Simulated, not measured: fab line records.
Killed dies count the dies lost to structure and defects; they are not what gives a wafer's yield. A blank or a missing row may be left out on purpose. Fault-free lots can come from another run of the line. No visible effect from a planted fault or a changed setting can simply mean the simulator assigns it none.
fab line records | flow nand_harc | part 1 of 2: steps 1 to 26 of 35
record: lots: 5 | wafers: 15 | last_day: 34
route steps=1302 shown A_CONTACT@1020
lots that met no fault: taken from a fault-free run of the same line
start_h: the number of hours between the record's first day and the start of the first shown wafer of the lot | wait_h: hours elapsed since this lot's preceding step | " identical to the entry in the row above | L1.1+2: a single row standing in for several wafers | - either no value or no given start | * or withheld: withheld | < > ~ a bound
route shown NAME@n: names a module that has steps shown in the file, with the first one's number in the route | usual: mean/standard deviation taken from wafers without a fault | same: alike in all rows | chamber/n: place in a boat | sites: each site's reading | _std_site: standard deviation of those values | _edge_site: mean of outer sites minus mean of inner sites | radius_mm: how far each site lies from the wafer's centre | mask NAME#n: copy n | behind: the last tool/chamber to shape the wafer | hold: cause of the lot's hold/its duration in hours/its outcome | device: which transistor (n, p or np) failed to switch | end of line: the route-end tests of the same wafers | for a step that has no rows: nothing shown but its recipe | killed: at the first sort, the dies lost to defects and structure; wafer yield is something else | map: dies across one wafer; x = killed, . = not, _ = none there
set.NAME: the setting the step ran with; set.NAME@STEP: the setting that earlier step ran with | model.NAME: the simulator's own value behind a step, which no gauge read
a table for each step, a row for each wafer; lots at some steps of the route
services: a tool's chamber out of use, with start hour (start_h, from the record's first day; less than 0 if before it), hours out, and reason
== steps ==
step: NHARC_A_CONTACT_CD_MEAS_53
usual: cd_nm: 289.4/0.8
lot.wafer | tool      | chamber | start_h | wait_h | cd_nm
L074.4    | cd_sem-01 | -       | 485.78  | -      | 289.4
L074.5    | "         | -       | "       | "      | 289.4
L074.6    | "         | -       | "       | "      | 289.7
L075.1    | cd_sem-02 | -       | 510.89  | -      | 290.5
L075.4    | "         | -       | "       | "      | 290.2
L075.5    | "         | -       | "       | "      | 290.4
L076.2    | cd_sem-03 | -       | 511.21  | -      | 288.9
L076.3    | "         | -       | "       | "      | 289.1
L076.4    | "         | -       | "       | "      | 289.7
L091.3    | cd_sem-01 | -       | 647.88  | -      | 290.1
L091.4    | "         | -       | "       | "      | 290.4
L091.5    | "         | -       | "       | "      | 290.5
L097.3    | cd_sem-01 | -       | 741.46  | -      | 290.0
L097.5    | "         | -       | "       | "      | 290.2
L097.6    | "         | -       | "       | "      | 290.0
step: NHARC_A_CONTACT_STRIP_99
recipe: n2_flow_sccm: 150 | h2_flow_sccm: 150 | ar_flow_sccm: 0 | bias_w: 0 | chemistry: N2/H2
lot.wafer  | tool        | chamber | start_h | wait_h
L074.4+5+6 | rie_diel-11 | 1,1,2   | 485.85  | 0.1
L075.4+1+5 | rie_diel-10 | 2,1,3   | 510.96  | 0.1
L076.2+3+4 | rie_diel-03 | 1,3,0   | 511.28  | 0.1
L091.3+5+4 | rie_diel-03 | 1,1,0   | 647.95  | 0.1
L097.3+6+5 | rie_diel-10 | 0,2,3   | 741.58  | 0.1
step: NHARC_A_CONTACT_STRIP_100
recipe: cf4_flow_sccm: 100 | chf3_flow_sccm: 30 | ar_flow_sccm: 0 | bias_w: 0 | chemistry: CF4/CHF3
lot.wafer  | tool        | chamber | start_h | wait_h
L074.4+5+6 | rie_diel-11 | 2,0,1   | 485.95  | 0.1
L075.1+4+5 | rie_diel-10 | 2,3,1   | 511.06  | 0.1
L076.4+3+2 | rie_diel-03 | 3,0,1   | 511.37  | 0.1
L091.3+4+5 | rie_diel-03 | 0,2,1   | 648.07  | 0.1
L097.3+6+5 | rie_diel-10 | 2,2,3   | 741.70  | 0.1
step: NHARC_A_CONTACT_STRIP_101
recipe: o2_flow_sccm: 400 | cos_flow_sccm: 20 | ar_flow_sccm: 0 | bias_w: 0 | chemistry: O2/COS
lot.wafer  | tool        | chamber | start_h | wait_h
L074.4+6+5 | rie_diel-11 | 2,2,3   | 486.01  | 0.1
L075.1+4+5 | rie_diel-10 | 0,2,0   | 511.12  | 0.1
L076.4+2+3 | rie_diel-03 | 2,0,1   | 511.43  | 0.1
L091.3+5+4 | rie_diel-03 | 0,2,0   | 648.14  | 0.1
L097.3+6+5 | rie_diel-10 | 2,1,2   | 741.76  | 0.1
step: NHARC_A_CONTACT_ETCH_102
recipe: target_depth_a: 1000 | overetch_a: 100 | time_s: 55 | ion_energy_ev: 100 | cf4_flow_sccm: 80 | o2_flow_sccm: 20 | ar_flow_sccm: 0 | rf_w: 300 | bias_w: 100 | chemistry: CF4/O2
usual: drypump_motor_current_A: 5.9/0.52 | oes_product_au: 1.001/0.0091 | rf_vpp_V: 198.4/1.3 | showerhead_plenum_p_Torr: 1.36/0.05 | throttle_valve_pct: 13.397/0.0094
lot.wafer | tool        | chamber | start_h | wait_h | drypump_motor_current_A | oes_product_au | rf_hours_counter_h | rf_vpp_V | showerhead_plenum_p_Torr | throttle_valve_pct
L074.4    | rie_diel-11 | 3       | 486.09  | 0.1    | 5.8                     | 1.004          | 7                  | 197.9    | 1.40                     | 13.399
L074.5    | "           | 0       | "       | "      | 4.9                     | 1.016          | -                  | 196.5    | 1.29                     | 13.389
L074.6    | "           | 1       | "       | "      | 5.7                     | 0.999          | -                  | 198.3    | 1.38                     | 13.401
L075.4    | rie_diel-10 | 2       | 511.19  | 0.1    | 6.3                     | 1.007          | 27                 | 196.1    | 1.27                     | 13.405
L075.1    | "           | 0       | "       | "      | 5.9                     | 1.006          | 12                 | 198.7    | 1.33                     | 13.402
L075.5    | "           | 2       | "       | "      | 6.3                     | 1.005          | -                  | 196.7    | 1.27                     | 13.402
L076.4    | rie_diel-03 | 3       | 511.49  | 0.1    | 6.0                     | 1.010          | 14                 | 197.8    | 1.37                     | 13.401
L076.3    | "           | 0       | "       | "      | 6.1                     | 0.990          | 11                 | 200.6    | 1.43                     | 13.416
L076.2    | "           | 2       | "       | "      | 6.9                     | 0.998          | 6                  | 199.3    | 1.36                     | 13.388
L091.3    | rie_diel-03 | 2       | 648.21  | 0.1    | 6.8                     | 1.020          | 0                  | 197.7    | 1.35                     | 13.387
L091.5    | "           | 0       | "       | "      | 6.2                     | 1.000          | -                  | 199.1    | 1.42                     | 13.403
L091.4    | "           | 1       | "       | "      | 5.2                     | 1.000          | -                  | 198.7    | 1.42                     | 13.394
L097.3    | rie_diel-10 | 1       | 741.83  | 0.1    | 5.8                     | 0.995          | 46                 | 198.8    | 1.39                     | 13.409
L097.5    | "           | 3       | "       | "      | 5.4                     | 0.994          | -                  | 196.3    | 1.32                     | 13.391
L097.6    | "           | 0       | "       | "      | 5.9                     | 1.004          | -                  | 197.6    | 1.32                     | 13.400
step: NHARC_A_CONTACT_STRIP_55
recipe: o2_flow_sccm: 500 | ar_flow_sccm: 0 | bias_w: 0 | chemistry: O2
usual: drypump_motor_current_A: 5.8/0.53 | oes_product_au: 1.003/0.008 | rf_vpp_V: 57.9/0.97 | showerhead_plenum_p_Torr: 3.60/0.12 | throttle_valve_pct: 17.036/0.0095
lot.wafer | tool        | chamber | start_h | wait_h | drypump_motor_current_A | oes_product_au | rf_hours_counter_h | rf_vpp_V | showerhead_plenum_p_Torr | throttle_valve_pct
L074.4    | rie_diel-11 | 2       | -       | -      | 5.8                     | 1.008          | 8                  | 56.5     | 3.45                     | 17.043
L074.6    | "           | 1       | "       | "      | 5.7                     | 0.996          | -                  | 57.3     | 3.64                     | 17.033
L074.5    | "           | 2       | "       | "      | 5.9                     | 1.001          | -                  | 58.8     | 3.45                     | 17.041
L075.1    | rie_diel-10 | 0       | -       | -      | 5.9                     | 1.020          | 12                 | 57.3     | 3.53                     | 17.025
L075.4    | "           | 1       | "       | "      | 5.9                     | 1.009          | 27                 | 59.4     | 3.72                     | 17.039
L075.5    | "           | 0       | "       | "      | 5.9                     | 1.014          | -                  | 58.3     | 3.53                     | 17.043
L076.4    | rie_diel-03 | 2       | -       | -      | 6.9                     | 1.001          | 6                  | 59.1     | 3.60                     | 17.041
L076.2    | "           | 3       | "       | "      | 6.1                     | 1.002          | 14                 | 58.6     | 3.61                     | 17.033
L076.3    | "           | 0       | "       | "      | 6.2                     | 0.995          | 11                 | 57.9     | 3.76                     | 17.025
L091.3    | rie_diel-03 | 1       | -       | -      | 5.2                     | 0.998          | 0                  | 58.8     | 3.74                     | 17.028
L091.5    | "           | 0       | "       | "      | 6.1                     | 1.001          | -                  | 57.3     | 3.74                     | 17.045
L091.4    | "           | 1       | "       | "      | 5.2                     | 0.996          | -                  | 57.8     | 3.74                     | 17.043
L097.3    | rie_diel-10 | 3       | -       | -      | 5.4                     | 0.990          | 47                 | 55.8     | 3.50                     | 17.036
L097.5    | "           | 3       | "       | "      | 5.4                     | 0.994          | -                  | 58.0     | 3.50                     | 17.043
L097.6    | "           | 0       | "       | "      | 5.9                     | 0.999          | -                  | 57.3     | 3.48                     | 17.032
step: NHARC_A_CONTACT_STRIP_56
recipe: time_s: 600 | temp_c: 30 | chemistry: post_etch_residue_remover
lot.wafer  | tool         | chamber | start_h | wait_h
L074.4+5+6 | wet_bench-05 | 6,7,3   | 486.46  | -
L075.4+5+1 | wet_bench-07 | 7,1,4   | 511.58  | -
L076.4+3+2 | wet_bench-05 | 4,7,0   | 511.89  | -
L091.4+5+3 | wet_bench-05 | 2,3,4   | 648.66  | -
L097.5+3+6 | wet_bench-05 | 6,0,1   | 742.26  | -
step: NHARC_A_CONTACT_DEP_57
recipe: target_thk_a: 53000 | temp_c: 400 | material: aC
usual: throttle_valve_pct: 35.000/0.0091
lot.wafer | tool       | chamber | start_h | wait_h | throttle_valve_pct
L074.4    | acl_dep-01 | 0       | 488.67  | -      | 35.001
L074.5    | "          | 0       | "       | "      | 35.000
L074.6    | "          | 0       | "       | "      | 34.992
L075.1    | acl_dep-03 | 0       | 511.84  | -      | 34.987
L075.4    | "          | 0       | 513.44  | -      | 34.995
L075.5    | "          | 0       | "       | "      | 35.010
L076.2    | acl_dep-01 | 0       | 512.69  | -      | 34.992
L076.3    | "          | 0       | "       | "      | 34.993
L076.4    | "          | 0       | "       | "      | 34.994
L091.3    | acl_dep-03 | 0       | 654.01  | -      | 35.008
L091.4    | "          | 0       | "       | "      | 35.008
L091.5    | "          | 0       | "       | "      | 35.004
L097.3    | acl_dep-03 | 0       | 746.66  | -      | 35.018
L097.5    | "          | 0       | 747.74  | -      | 35.004
L097.6    | "          | 0       | "       | "      | 34.999
step: NHARC_A_CONTACT_DEP_58
recipe: target_thk_a: 900 | target_thk_nm: 90 | temp_c: 400 | pressure_torr: 3.5 | flow_sccm: 200 | rf_w: 350 | material: SiON
usual: heater_power_w: 808/84 | showerhead_vpp_V: 1140/55
lot.wafer | tool     | chamber | start_h | wait_h | heater_power_w | showerhead_vpp_V | since_wet_clean_h
L074.5    | pecvd-02 | 1       | 490.39  | 0.6    | 815            | 1117             | -
L074.6    | "        | 2       | "       | "      | 712            | 1118             | -
L074.4    | "        | 0       | "       | "      | 961            | 1174             | -
L075.1    | pecvd-02 | 2       | 515.12  | 2.7    | 754            | 1125             | 93
L075.4    | "        | 1       | "       | "      | 686            | 1118             | -
L075.5    | "        | 2       | "       | "      | 593            | 1128             | -
L076.3    | pecvd-03 | 2       | 515.42  | 1.7    | 688            | 1178             | 136
L076.2    | "        | 0       | "       | "      | 767            | 1043             | 136
L076.4    | "        | 1       | "       | "      | 884            | 1121             | -
L091.3    | pecvd-04 | 1       | 656.21  | 1.7    | 825            | 1139             | 12
L091.5    | "        | 1       | "       | "      | 818            | 1183             | -
L091.4    | "        | 0       | "       | "      | 893            | 1072             | -
L097.3    | pecvd-04 | 2       | 748.88  | 1.7    | 743            | 1238             | 105
L097.6    | "        | 2       | "       | "      | 740            | 1232             | -
L097.5    | "        | 0       | "       | "      | 734            | 1094             | -
step: NHARC_A_CONTACT_DEHYDRATE_59
recipe: temp_c: 150 | time_s: 120
lot.wafer  | tool           | chamber | start_h | wait_h
L074.4+5+6 | litho_track-04 | 0       | 490.58  | 0.1
L075.1+4+5 | litho_track-06 | 0       | 515.33  | 0.2
L076.2+3+4 | litho_track-01 | 0       | 515.66  | 0.2
L091.3+4+5 | litho_track-01 | 0       | 656.48  | 0.2
L097.3+5+6 | litho_track-01 | 0       | 749.12  | 0.2
step: NHARC_A_CONTACT_HMDS_60
recipe: time_s: 30
lot.wafer  | tool           | chamber | start_h | wait_h
L074.4+5+6 | litho_track-04 | 0       | -       | -
L075.1+4+5 | litho_track-06 | 0       | -       | -
L076.2+3+4 | litho_track-01 | 0       | -       | -
L091.3+4+5 | litho_track-01 | 0       | -       | -
L097.3+5+6 | litho_track-01 | 0       | -       | -
step: NHARC_A_CONTACT_COAT_61
recipe: temp_c: 260 | time_s: 75
lot.wafer  | tool           | chamber | start_h | wait_h
L074.4+5+6 | litho_track-04 | 0       | -       | -
L075.1+4+5 | litho_track-06 | 0       | -       | -
L076.2+3+4 | litho_track-01 | 0       | -       | -
L091.3+4+5 | litho_track-01 | 0       | -       | -
L097.3+5+6 | litho_track-01 | 0       | -       | -
step: NHARC_A_CONTACT_COAT_62
recipe: temp_c: 225 | time_s: 65
lot.wafer  | tool           | chamber | start_h | wait_h
L074.4+5+6 | litho_track-04 | 0       | -       | -
L075.1+4+5 | litho_track-06 | 0       | -       | -
L076.2+3+4 | litho_track-01 | 0       | -       | -
L091.3+4+5 | litho_track-01 | 0       | -       | -
L097.3+5+6 | litho_track-01 | 0       | -       | -
step: NHARC_A_CONTACT_COAT_63
recipe: spin_rpm: 1500 | resist_thk_nm: 90
lot.wafer  | tool           | chamber | start_h | wait_h
L074.4+5+6 | litho_track-04 | 0       | -       | -
L075.1+4+5 | litho_track-06 | 0       | -       | -
L076.2+3+4 | litho_track-01 | 0       | -       | -
L091.3+4+5 | litho_track-01 | 0       | -       | -
L097.3+5+6 | litho_track-01 | 0       | -       | -
step: NHARC_A_CONTACT_SOFTBAKE_64
recipe: temp_c: 105 | time_s: 55
lot.wafer  | tool           | chamber | start_h | wait_h
L074.4+5+6 | litho_track-04 | 0       | -       | -
L075.1+4+5 | litho_track-06 | 0       | -       | -
L076.2+3+4 | litho_track-01 | 0       | -       | -
L091.3+4+5 | litho_track-01 | 0       | -       | -
L097.3+5+6 | litho_track-01 | 0       | -       | -
step: NHARC_A_CONTACT_EBR_65
lot.wafer  | tool           | chamber | start_h | wait_h
L074.4+5+6 | litho_track-04 | 0       | -       | -
L075.1+4+5 | litho_track-06 | 0       | -       | -
L076.2+3+4 | litho_track-01 | 0       | -       | -
L091.3+4+5 | litho_track-01 | 0       | -       | -
L097.3+5+6 | litho_track-01 | 0       | -       | -
step: NHARC_A_CONTACT_EXPOSE_66
recipe: na: 1.35 | sigma_outer: 0.8 | dose_mj: 59.02 | mask_id: A_CC_2
lot.wafer  | tool            | chamber | start_h | wait_h | mask
L074.4+5+6 | arfi_scanner-01 | 0       | 490.90  | -      | A_CC_2#0
L075.1+4+5 | arfi_scanner-02 | 0       | 515.52  | -      | A_CC_2#0
L076.2+3+4 | arfi_scanner-03 | 0       | 515.97  | -      | A_CC_2#0
L091.3+4+5 | arfi_scanner-03 | 0       | 656.80  | -      | A_CC_2#0
L097.3+5+6 | arfi_scanner-02 | 0       | 749.44  | -      | A_CC_2#0
step: NHARC_A_CONTACT_PEB_67
recipe: peb_temp_c: 100 | peb_time_s: 65
lot.wafer  | tool           | chamber | start_h | wait_h
L074.4+5+6 | litho_track-06 | 0       | 490.95  | 0.0
L075.1+4+5 | litho_track-06 | 0       | 515.58  | 0.1
L076.2+3+4 | litho_track-04 | 0       | 516.03  | 0.1
L091.3+4+5 | litho_track-04 | 0       | 656.85  | 0.0
L097.3+5+6 | litho_track-06 | 0       | 749.49  | 0.0
step: NHARC_A_CONTACT_DEVELOP_68
recipe: develop_time_s: 35 | dev_temp_c: 23
lot.wafer  | tool           | chamber | start_h | wait_h
L074.4+5+6 | litho_track-06 | 0       | -       | -
L075.1+4+5 | litho_track-06 | 0       | -       | -
L076.2+3+4 | litho_track-04 | 0       | -       | -
L091.3+4+5 | litho_track-04 | 0       | -       | -
L097.3+5+6 | litho_track-06 | 0       | -       | -
step: NHARC_A_CONTACT_CD_MEAS_69
recipe: target_cd_nm: 300 | landing_energy_ev: 500
usual: cd_nm: 299.9/0.44
lot.wafer | tool      | chamber | start_h | wait_h | cd_nm
L074.4    | cd_sem-01 | 0       | 491.03  | -      | 300.5
L074.5    | "         | 0       | "       | "      | 300.6
L074.6    | "         | 0       | "       | "      | 299.7
L075.1    | cd_sem-01 | 0       | 515.66  | -      | 299.8
L075.4    | "         | 0       | "       | "      | 299.7
L075.5    | "         | 0       | "       | "      | 299.7
L076.2    | cd_sem-01 | 0       | 516.11  | -      | 299.9
L076.3    | "         | 0       | "       | "      | 300.6
L076.4    | "         | 0       | "       | "      | 300.2
L091.3    | cd_sem-02 | 0       | 656.94  | -      | 300.4
L091.4    | "         | 0       | "       | "      | 300.1
L091.5    | "         | 0       | "       | "      | 299.9
L097.3    | cd_sem-02 | 0       | 749.57  | -      | 299.5
L097.5    | "         | 0       | "       | "      | 299.6
L097.6    | "         | 0       | "       | "      | 300.1
step: NHARC_A_CONTACT_OVL_MEAS_70
usual: overlay_x_nm: 0.0/0.71 | overlay_y_nm: -0.2/1.1
lot.wafer | tool       | chamber | start_h | wait_h | overlay_x_nm | overlay_y_nm
L074.4    | overlay-02 | -       | 491.11  | -      | -0.6         | -1.0
L074.5    | "          | -       | "       | "      | -0.7         | -1.1
L074.6    | "          | -       | "       | "      | -1.4         | -0.7
L075.1    | overlay-01 | -       | 515.74  | -      | 1.4          | -0.1
L075.4    | "          | -       | "       | "      | 0.5          | -1.0
L075.5    | "          | -       | "       | "      | 1.3          | -0.5
L076.2    | overlay-01 | -       | 516.20  | -      | -1.3         | -0.2
L076.3    | "          | -       | "       | "      | -1.3         | 0.2
L076.4    | "          | -       | "       | "      | -1.4         | 0.5
L091.3    | overlay-02 | -       | 657.02  | -      | -0.3         | 0.8
L091.4    | "          | -       | "       | "      | -0.6         | 0.5
L091.5    | "          | -       | "       | "      | -0.8         | 0.6
L097.3    | overlay-02 | -       | 749.66  | -      | 0.0          | -0.1
L097.5    | "          | -       | "       | "      | 0.3          | 0.0
L097.6    | "          | -       | "       | "      | 0.5          | -0.6
step: NHARC_A_CONTACT_INSPECT_71
usual: raw_defect_count: 90/31
lot.wafer | tool              | chamber | start_h | wait_h | raw_defect_count
L074.4    | defect_inspect-02 | -       | 491.15  | 0.0    | 138
L074.5    | "                 | -       | "       | "      | 129
L074.6    | "                 | -       | "       | "      | 135
L075.1    | defect_inspect-02 | -       | 515.78  | 0.0    | 103
L075.4    | "                 | -       | "       | "      | 110
L075.5    | "                 | -       | "       | "      | 98
L076.2    | defect_inspect-01 | -       | 516.23  | 0.0    | 73
L076.3    | "                 | -       | "       | "      | 73
L076.4    | "                 | -       | "       | "      | 70
L091.3    | defect_inspect-02 | -       | 657.06  | 0.0    | 116
L091.4    | "                 | -       | "       | "      | 117
L091.5    | "                 | -       | "       | "      | 98
L097.3    | defect_inspect-01 | -       | 749.70  | 0.0    | 70
L097.5    | "                 | -       | "       | "      | 54
L097.6    | "                 | -       | "       | "      | 53
step: NHARC_A_CONTACT_DESCUM_74
recipe: time_s: 3 | o2_flow_sccm: 200 | ar_flow_sccm: 0 | bias_power_w: 0 | chemistry: O2
usual: drypump_motor_current_A: 5.7/0.48 | oes_product_au: 1.002/0.0081 | rf_vpp_V: 57.9/0.88 | showerhead_plenum_p_Torr: 1.93/0.074 | throttle_valve_pct: 11.311/0.0086
lot.wafer | tool        | chamber | start_h | wait_h | drypump_motor_current_A | oes_product_au | rf_hours_counter_h | rf_vpp_V | showerhead_plenum_p_Torr | throttle_valve_pct
L074.6    | rie_diel-03 | 0       | 491.24  | 0.1    | 6.1                     | 1.006          | -                  | 57.7     | 2.05                     | 11.305
L074.5    | "           | 1       | "       | "      | 5.2                     | 1.000          | -                  | 58.1     | 2.06                     | 11.313
L074.4    | "           | 3       | "       | "      | 6.1                     | 1.003          | -                  | 59.4     | 1.97                     | 11.293
L075.1    | rie_diel-03 | 2       | 515.84  | 0.1    | 6.8                     | 0.999          | 7                  | 59.4     | 1.95                     | 11.306
L075.4    | "           | 1       | "       | "      | 5.2                     | 0.994          | 15                 | 58.8     | 2.05                     | 11.304
L075.5    | "           | 3       | "       | "      | 6.0                     | 1.006          | -                  | 58.1     | 1.96                     | 11.327
L076.2    | rie_diel-11 | 1       | 516.29  | 0.1    | 5.7                     | 1.008          | 13                 | 58.7     | 1.98                     | 11.322
L076.4    | "           | 2       | "       | "      | 5.8                     | 1.005          | 13                 | 58.7     | 1.87                     | 11.326
L076.3    | "           | 3       | "       | "      | 5.8                     | 0.998          | 11                 | 60.3     | 2.01                     | 11.313
L091.3    | rie_diel-11 | 3       | 657.12  | 0.1    | 5.8                     | 0.993          | 7                  | 58.7     | 2.01                     | 11.320
L091.4    | "           | 2       | "       | "      | 5.8                     | 0.999          | 8                  | 59.2     | 1.86                     | 11.303
L091.5    | "           | 0       | "       | "      | 4.9                     | 0.992          | -                  | 57.5     | 1.84                     | 11.293
L097.3    | rie_diel-11 | 2       | 749.75  | 0.1    | 5.9                     | 0.999          | 24                 | 56.8     | 1.85                     | 11.314
L097.6    | "           | 2       | "       | "      | 5.8                     | 1.010          | -                  | 59.5     | 1.85                     | 11.307
L097.5    | "           | 3       | "       | "      | 5.8                     | 0.991          | -                  | 58.3     | 2.00                     | 11.301
step: NHARC_A_CONTACT_ETCH_75
recipe: target_depth_a: 390 | over_etch_frac: 0.3 | time_s: 65 | ion_energy_ev: 80 | cf4_flow_sccm: 150 | ar_flow_sccm: 0 | rf_w: 300 | bias_w: 100 | chemistry: CF4
usual: drypump_motor_current_A: 5.7/0.47 | oes_product_au: 1.002/0.008 | rf_vpp_V: 151.4/0.97 | showerhead_plenum_p_Torr: 1.79/0.063 | throttle_valve_pct: 13.284/0.01
lot.wafer | tool        | chamber | start_h | wait_h | drypump_motor_current_A | oes_product_au | rf_hours_counter_h | rf_vpp_V | showerhead_plenum_p_Torr | throttle_valve_pct
L074.5    | rie_diel-03 | 3       | 491.34  | 0.1    | 6.0                     | 1.001          | -                  | 151.3    | 1.81                     | 13.285
L074.6    | "           | 0       | "       | "      | 6.1                     | 0.996          | -                  | 152.0    | 1.89                     | 13.287
L074.4    | "           | 1       | "       | "      | 5.2                     | 1.000          | -                  | 152.0    | 1.89                     | 13.291
L075.1    | rie_diel-03 | 3       | 515.93  | 0.1    | 6.1                     | 1.002          | 15                 | 151.7    | 1.81                     | 13.264
L075.4    | "           | 0       | "       | "      | 6.0                     | 0.983          | 12                 | 151.7    | 1.89                     | 13.281
L075.5    | "           | 0       | "       | "      | 6.1                     | 0.997          | -                  | 152.9    | 1.89                     | 13.285
L076.4    | rie_diel-11 | 0       | 516.38  | 0.1    | 4.9                     | 1.013          | 11                 | 150.1    | 1.71                     | 13.282
L076.2    | "           | 2       | "       | "      | 5.8                     | 1.007          | 13                 | 151.6    | 1.73                     | 13.311
L076.3    | "           | 3       | "       | "      | 5.8                     | 1.011          | 11                 | 153.6    | 1.85                     | 13.281
L091.4    | rie_diel-11 | 2       | 657.21  | 0.1    | 5.8                     | 1.003          | 8                  | 152.1    | 1.72                     | 13.295
L091.3    | "           | 3       | "       | "      | 5.8                     | 0.989          | 7                  | 150.3    | 1.85                     | 13.290
L091.5    | "           | 1       | "       | "      | 5.7                     | 0.997          | -                  | 150.5    | 1.82                     | 13.284
L097.3    | rie_diel-11 | 0       | 749.85  | 0.1    | 4.9                     | 0.989          | 20                 | 151.3    | 1.70                     | 13.279
L097.5    | "           | 3       | "       | "      | 5.9                     | 0.997          | -                  | 153.1    | 1.84                     | 13.281
L097.6    | "           | 0       | "       | "      | 4.9                     | 1.006          | -                  | 150.6    | 1.70                     | 13.271
step: NHARC_A_CONTACT_ETCH_76
recipe: target_depth_a: 2600 | over_etch_frac: 0.3 | time_s: 475.3 | ion_energy_ev: 200 | n2_flow_sccm: 150 | h2_flow_sccm: 150 | ar_flow_sccm: 0 | rf_w: 400 | bias_w: 150 | chemistry: N2/H2
usual: drypump_motor_current_A: 5.7/0.48 | h2_flow_sccm: 150.0/0.49 | oes_product_au: 1.003/0.0085 | rf_vpp_V: 431.1/2.5 | showerhead_plenum_p_Torr: 2.06/0.083 | throttle_valve_pct: 14.172/0.0088
lot.wafer | tool        | chamber | start_h | wait_h | drypump_motor_current_A | h2_flow_sccm | oes_product_au | rf_hours_counter_h | rf_vpp_V | showerhead_plenum_p_Torr | throttle_valve_pct
L074.5    | rie_diel-03 | 3       | -       | -      | 6.1                     | 151.3        | 1.010          | -                  | 433.2    | 2.10                     | 14.160
L074.4    | "           | 0       | "       | "      | 6.1                     | 149.2        | 0.992          | -                  | 435.4    | 2.19                     | 14.173
L074.6    | "           | 1       | "       | "      | 5.2                     | 149.2        | 0.997          | -                  | 435.9    | 2.19                     | 14.177
L075.4    | rie_diel-03 | 1       | -       | -      | 5.2                     | 149.3        | 1.007          | 15                 | 434.6    | 2.19                     | 14.173
L075.1    | "           | 3       | "       | "      | 6.1                     | 150.1        | 1.003          | 15                 | 431.5    | 2.09                     | 14.161
L075.5    | "           | 1       | "       | "      | 5.2                     | 149.3        | 0.996          | -                  | 434.0    | 2.19                     | 14.174
L076.4    | rie_diel-11 | 1       | -       | -      | 5.7                     | 150.0        | 1.003          | 13                 | 431.8    | 2.11                     | 14.184
L076.2    | "           | 2       | "       | "      | 5.9                     | 149.7        | 1.004          | 13                 | 429.2    | 1.99                     | 14.170
L076.3    | "           | 3       | "       | "      | 5.9                     | 149.9        | 0.999          | 11                 | 433.8    | 2.15                     | 14.169
L091.3    | rie_diel-11 | 3       | -       | -      | 5.8                     | 150.9        | 0.996          | 7                  | 433.6    | 2.14                     | 14.168
L091.4    | "           | 0       | "       | "      | 4.9                     | 149.7        | 0.998          | 5                  | 428.6    | 1.96                     | 14.182
L091.5    | "           | 0       | "       | "      | 4.9                     | 149.2        | 1.006          | -                  | 428.6    | 1.96                     | 14.181
L097.3    | rie_diel-11 | 3       | -       | -      | 5.9                     | 150.2        | 0.996          | 21                 | 433.5    | 2.14                     | 14.160
L097.5    | "           | 0       | "       | "      | 4.9                     | 149.7        | 0.995          | -                  | 429.0    | 1.95                     | 14.161
L097.6    | "           | 1       | "       | "      | 5.7                     | 149.7        | 1.008          | -                  | 431.5    | 2.09                     | 14.167
step: NHARC_A_CONTACT_ETCH_77
recipe: target_depth_a: 1089 | time_s: 54.5 | cf4_flow_sccm: 100 | chf3_flow_sccm: 30 | ar_flow_sccm: 0 | rf_w: 500 | bias_w: 200 | chemistry: CF4/CHF3
usual: drypump_motor_current_A: 5.8/0.44 | oes_product_au: 0.948/0.022 | rf_vpp_V: 371.1/2.2 | showerhead_plenum_p_Torr: 1.59/0.058 | throttle_valve_pct: 16.803/0.0085
lot.wafer | tool        | chamber | start_h | wait_h | drypump_motor_current_A | oes_product_au | rf_hours_counter_h | rf_vpp_V | showerhead_plenum_p_Torr | throttle_valve_pct
L074.5    | rie_diel-03 | 3       | -       | -      | 6.0                     | 0.960          | -                  | 371.8    | 1.61                     | 16.803
L074.4    | "           | 0       | "       | "      | 6.1                     | 0.955          | -                  | 373.7    | 1.68                     | 16.822
L074.6    | "           | 1       | "       | "      | 5.2                     | 0.959          | -                  | 376.0    | 1.68                     | 16.795
L075.1    | rie_diel-03 | 3       | -       | -      | 6.0                     | 0.969          | 15                 | 373.5    | 1.61                     | 16.808
L075.4    | "           | 0       | "       | "      | 6.2                     | 0.966          | 13                 | 374.5    | 1.68                     | 16.805
L075.5    | "           | 3       | "       | "      | 6.0                     | 0.957          | -                  | 371.8    | 1.61                     | 16.818
L076.4    | rie_diel-11 | 0       | -       | -      | 4.9                     | 0.926          | 12                 | 367.9    | 1.52                     | 16.791
L076.2    | "           | 1       | "       | "      | 5.7                     | 0.922          | 13                 | 372.1    | 1.62                     | 16.802
L076.3    | "           | 2       | "       | "      | 5.9                     | 0.934          | 13                 | 369.6    | 1.54                     | 16.802
L091.4    | rie_diel-11 | 3       | -       | -      | 5.8                     | 0.919          | 7                  | 373.4    | 1.65                     | 16.802
L091.3    | "           | 0       | "       | "      | 4.9                     | 0.926          | 5                  | 368.9    | 1.52                     | 16.798
L091.5    | "           | 1       | "       | "      | 5.7                     | 0.923          | -                  | 371.0    | 1.62                     | 16.803
L097.3    | rie_diel-11 | 3       | -       | -      | 5.8                     | 0.918          | 22                 | 373.1    | 1.64                     | 16.800
L097.5    | "           | 2       | "       | "      | 5.8                     | 0.933          | -                  | 368.7    | 1.53                     | 16.814
L097.6    | "           | 3       | "       | "      | 5.8                     | 0.927          | -                  | 374.4    | 1.64                     | 16.814
